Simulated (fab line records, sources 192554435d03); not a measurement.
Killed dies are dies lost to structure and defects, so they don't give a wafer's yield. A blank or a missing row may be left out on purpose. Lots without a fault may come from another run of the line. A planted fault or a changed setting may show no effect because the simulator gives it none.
Chamber matching | flow n5_finfet | N5_BEOL_M10_VIA_ETCH_34 on rie_diel-04: 4 sister chambers
The step etches SiCOH lowk in C4F6/O2, target depth 184.5 nm, time 69.2 s. 18 wafers are shown with their chamber, then 9 later ones without.

WAFERS WITH THEIR CHAMBER
wafer  | chamber | drypump_motor_current_A (A) | showerhead_plenum_p_Torr (Torr) | rf_vpp_V (V)
L074.2 | 3       | 5.7                         | 2.79                            | 657
L074.3 | 1       | 6.1                         | 2.76                            | 652
L074.4 | 3       | 5.6                         | 2.79                            | 658
L076.1 | 3       | 5.6                         | 2.79                            | 657
L076.2 | 2       | 5.8                         | 2.81                            | 648
L076.5 | 1       | 6.1                         | 2.76                            | 652
L080.2 | 1       | 6.1                         | 2.75                            | 650
L080.4 | 3       | 5.6                         | 2.78                            | 656
L080.5 | 1       | 6.1                         | 2.75                            | 652
L079.1 | 0       | 5.5                         | 2.72                            | 660
L079.4 | 1       | 6.1                         | 2.75                            | 650
L079.6 | 0       | 5.5                         | 2.72                            | 659
L082.1 | 1       | 6.1                         | 2.75                            | 649
L082.3 | 3       | 5.6                         | 2.78                            | 655
L082.6 | 3       | 5.7                         | 2.78                            | 657
L084.3 | 3       | 5.6                         | 2.77                            | 657
L084.5 | 0       | 5.5                         | 2.71                            | 658
L084.6 | 2       | 5.8                         | 2.81                            | 649

SIGNATURES (means of the wafers above)
reading                  | chamber 0 | chamber 1 | chamber 2 | chamber 3 | scatter within a chamber
drypump_motor_current_A  | 5.500     | 6.100     | 5.800     | 5.629     | 0.0319
showerhead_plenum_p_Torr | 2.7167    | 2.7533    | 2.8100    | 2.7829    | 0.00623
rf_vpp_V                 | 659.00    | 650.83    | 648.50    | 656.71    | 1.09
Rule: a wafer's distance from a chamber is the root of the sum, over the readings, of the square of ((its reading less the chamber's mean) divided by the reading's scatter). The wafer belongs to the nearest chamber; if the next one is less than 2 further off, it can't be placed. The scatter: the root of (the sum of the squares of (reading less its chamber's mean) over the shown wafers, divided by (wafers less chambers)).

WAFERS WITHOUT THEIR CHAMBER
wafer  | drypump_motor_current_A (A) | showerhead_plenum_p_Torr (Torr) | rf_vpp_V (V)
L087.2 | 5.5                         | 2.71                            | 660
L087.3 | 5.8                         | 2.81                            | 649
L087.4 | 5.6                         | 2.77                            | 658
L090.1 | 5.8                         | 2.80                            | 649
L090.2 | 5.7                         | 2.77                            | 657
L090.3 | 6.1                         | 2.74                            | 649
L091.2 | 6.2                         | 2.74                            | 651
L091.4 | 5.7                         | 2.77                            | 656
L091.5 | 5.7                         | 2.77                            | 656

WHICH CHAMBER EACH WENT THROUGH
wafer  | from the rows above | in truth
L087.2 | 0                   | 0
L087.3 | 2                   | 2
L087.4 | 3                   | 3
L090.1 | 2                   | 2
L090.2 | 3                   | 3
L090.3 | 1                   | 1
L091.2 | 1                   | 1
L091.4 | 3                   | 3
L091.5 | 3                   | 3
Placed correctly: 9 of 9. Can't be placed from these rows: 0. Placed wrongly: 0.
